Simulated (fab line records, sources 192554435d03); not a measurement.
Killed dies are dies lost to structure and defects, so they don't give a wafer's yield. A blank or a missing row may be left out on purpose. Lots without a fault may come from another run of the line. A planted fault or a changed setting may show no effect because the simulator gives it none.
A struck lot beside a sound one | flow n5_finfet | 16 steps out of a route of 1938
Sound: wafers L122.3, L122.4, L122.5. Struck: wafers L131.2, L131.3, L131.4. The cause comes at the end.
At each step with rows: each side's tool, then ch and its chambers, then its first start. Under that, the readings that differ: sound wafers | struck wafers | difference of the means | sigmas: that difference in standard deviations of wafers without a fault.
alike: readings whose means differ by less than 2 such deviations, and words and numbers that are the same on both sides. not compared: withheld readings, readings that some wafer has no value for, bounds like >300 that may hide the same value, and numbers for which the record gives no deviation and whose values overlap.
The two part at a step that has a row with sigmas, a row that says differs or no value, or rows on one side only. Numbers that don't overlap but have no deviation are shown without sigmas and don't part them. A reading that every wafer of one side lacks parts them only if that side has two wafers or more.

first, 11 steps without rows for these wafers: N5_DUMMY_GATE_ETCH_36 (etches SiARC in CF4, target depth 13 nm); N5_DUMMY_GATE_ETCH_37 (etches SOC in N2/H2, target depth 60 nm, overetch 30 nm); N5_DUMMY_GATE_STRIP_38 (strips in N2/H2); N5_DUMMY_GATE_STRIP_39 (strips in N2/H2); N5_DUMMY_GATE_TRIM_49 (chemistry O2, time 29 s, target cd 14 nm); N5_DUMMY_GATE_STRIP_40 (strips in CF4); N5_DUMMY_GATE_ETCH_31 (etches SiO2 in C4F6/O2, target depth 82.5 nm, time 27.5 s); N5_DUMMY_GATE_STRIP_41 (strips in O2); N5_DUMMY_GATE_HM_OPEN_21 (chemistry CH3F/O2, target SiNx, target depth 120 nm, time 171.4 s); N5_DUMMY_GATE_ETCH_32 (etches SiO2 in CF4, target depth 3.5 nm, time 3.9 s); N5_DUMMY_GATE_ETCH_23 (etches poly-Si in HBr/Cl2/O2, target depth 41 nm, time 22.3 s).
N5_DUMMY_GATE_ETCH_44: etches poly-Si in HBr/O2, stops on SiO2, target depth 127.5 nm.
  sound on rie_si-06 ch 1,3, day 5 23:00; struck on rie_si-06 ch 0,1,3, day 7 21:40
  no value came back on the struck wafers for any of 5 readings (HBr_flow_sccm (sccm), O2_flow_sccm (sccm) and others); on the sound wafers HBr_flow_sccm (sccm) reads 119.4 120.0 120.4
  not compared: rf_hours_counter_h, model.DUMMY_GATE.cd_nm
N5_DUMMY_GATE_ETCH_42: etches SiO2 in CHF3/O2, target depth 3.5 nm, time 31 s.
  sound on rie_diel-06 ch 1,2,3, day 5 23:10; struck on rie_diel-06 ch 1,3, day 7 21:50
  alike: CHF3_flow_sccm, O2_flow_sccm, drypump_motor_current_A, oes_ar_750_au, oes_product_au, rf_vpp_V, showerhead_plenum_p_Torr, throttle_valve_pct
  not compared: rf_hours_counter_h, model.DUMMY_GATE.cd_nm
then, 1 step without rows for these wafers: N5_DUMMY_GATE_STRIP_48 (strips in N2/H2, time 20 s).
N5_BEOL_M4_RC_MEAS_101:
  the record has rows for the sound wafers here (prober-02 ch 0, day 11 00:29) and none for the struck ones
-- the record jumps here: 9 days lie between the struck wafers' starts before and after (it left off in module BEOL_M4 and takes up again in module PASSIVATION, whose first step shown is number 1936 of the route) --
N5_PASSIVATION_PROBE_49:
  sound on prober-01, day 15 12:02; struck on prober-01, day 17 08:40
  reading                  | sound          | struck         | difference | sigmas
  defect_limited_yield (%) | 88.9 92.2 90.3 | 0 0 0          | -90        | -57
  killed_at_front_end      | 48 44 35       | 1100 1137 1091 | +1067      | +97
  killed_dies              | 131 92 114     | 1180 1180 1180 | +1068      | +56
  killed_on_rim            | 18 15 16       | 152 152 152    | +136       | +35
  sort_bin_5_function (%)  | 5.9 5.1 6.3    | 95.3 97.4 95.8 | +90.4      | +82
  sort_n_pass              | 1049 1088 1066 | 0 0 0          | -1068      | -56
  sort_yield_pct (%)       | 88.9 92.2 90.3 | 0 0 0          | -90        | -57
  alike: killed_at_M0_to_M3, killed_at_M4_up, killed_at_contacts, killed_at_other, killed_open, killed_short, sort_bin_6_memory

WHERE THEY PART
First at N5_DUMMY_GATE_ETCH_44; last, within this record, at N5_PASSIVATION_PROBE_49.

WHY: what the simulator had put in
Skipped step whole: rie_si-06, from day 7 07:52 on, at N5_DUMMY_GATE_ETCH_44. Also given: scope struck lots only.
